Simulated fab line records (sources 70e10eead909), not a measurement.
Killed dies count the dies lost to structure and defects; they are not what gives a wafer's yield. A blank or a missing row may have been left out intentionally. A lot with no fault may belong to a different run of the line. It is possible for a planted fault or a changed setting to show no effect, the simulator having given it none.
Matching of chambers || flow nand-harc || 3 sister chambers for NHARC_A_CONTACT_DEP_29 on pecvd-02
The step deposits SiON, target thk 100 nm. 6 wafers are shown with their chamber, then 6 later ones without.

== WAFERS WITH THEIR CHAMBER ==
{"wafer": "L977.5", "chamber": 2, "heater-power-w (W)": 798}
{"wafer": "L978.2", "chamber": 1, "heater-power-w (W)": 917}
{"wafer": "L978.5", "chamber": 2, "heater-power-w (W)": 666}
{"wafer": "L978.6", "chamber": 0, "heater-power-w (W)": 752}
{"wafer": "L979.4", "chamber": 1, "heater-power-w (W)": 870}
{"wafer": "L979.5", "chamber": 0, "heater-power-w (W)": 778}

== WAFERS MISSING THEIR CHAMBER ==
{"wafer": "L979.6", "heater-power-w (W)": 807}
{"wafer": "L981.2", "heater-power-w (W)": 733}
{"wafer": "L981.4", "heater-power-w (W)": 736}
{"wafer": "L981.5", "heater-power-w (W)": 856}
{"wafer": "L980.4", "heater-power-w (W)": 832}
{"wafer": "L980.6", "heater-power-w (W)": 813}

== WHICH CHAMBER EACH ONE RAN IN ==
{"wafer": "L979.6", "from the rows above": "can't be placed: 0 or 2 or 1", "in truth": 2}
{"wafer": "L981.2", "from the rows above": "can't be placed: 2 or 0", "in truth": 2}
{"wafer": "L981.4", "from the rows above": "can't be placed: 2 or 0", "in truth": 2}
{"wafer": "L981.5", "from the rows above": "can't be placed: 1 or 0 or 2", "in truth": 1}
{"wafer": "L980.4", "from the rows above": "can't be placed: 1 or 0 or 2", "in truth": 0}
{"wafer": "L980.6", "from the rows above": "can't be placed: 0 or 1 or 2", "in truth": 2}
0 of 6 placed correctly. Can't be placed from these rows: 6 (the true chamber is among the candidates in 6). 0 placed wrongly.
How it was worked out, from the rows above alone: a wafer's distance from a chamber is the root of the sum, over the readings, of the square of ((its reading less the chamber's mean) divided by the reading's scatter). The wafer belongs to the nearest chamber; if the next one is less than 2 further off, it can't be placed. A chamber's mean is the mean of its shown wafers. The scatter: take each reading less its chamber's mean, square it, sum over the shown wafers, divide by the number of wafers less the number of chambers, and take the root.
